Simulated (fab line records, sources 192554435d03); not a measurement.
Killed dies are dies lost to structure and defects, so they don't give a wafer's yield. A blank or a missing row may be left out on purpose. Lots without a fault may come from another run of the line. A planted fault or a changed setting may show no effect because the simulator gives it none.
Chamber matching | flow n5_finfet | N5_BEOL_M9_DESCUM_16 on rie_diel-03: 4 sister chambers
The step chemistry O2, time 7.9 s. 4 wafers are shown with their chamber, then 9 later ones without.

WAFERS WITH THEIR CHAMBER
wafer  | chamber | showerhead_plenum_p_Torr (Torr)
L078.6 | 0       | 2.03
L080.4 | 2       | 2.12
L083.5 | 1       | 2.14
L083.6 | 3       | 2.06

WAFERS WITHOUT THEIR CHAMBER
wafer  | showerhead_plenum_p_Torr (Torr)
L085.1 | 2.11
L085.3 | 2.14
L085.4 | 2.11
L087.1 | 2.03
L087.4 | 2.14
L087.5 | 2.03
L090.2 | 2.11
L090.4 | 2.14
L090.5 | 2.14

WHICH CHAMBER EACH WENT THROUGH
wafer  | from the rows above | in truth
L085.1 | 2                   | 2
L085.3 | 1                   | 1
L085.4 | 2                   | 2
L087.1 | 0                   | 0
L087.4 | 1                   | 1
L087.5 | 0                   | 0
L090.2 | 2                   | 2
L090.4 | 1                   | 1
L090.5 | 1                   | 1
Placed correctly: 9 of 9. Can't be placed from these rows: 0. Placed wrongly: 0.
How it was worked out, from the rows above alone: a wafer's distance from a chamber is the root of the sum, over the readings, of the square of ((its reading less the chamber's mean) divided by the reading's scatter). The wafer belongs to the nearest chamber; if the next one is less than 2 further off, it can't be placed. A chamber's mean is the mean of its shown wafers. The scatter: with one shown wafer a chamber, the root of the mean of the squares of how far each hidden wafer lies from its nearest shown one.
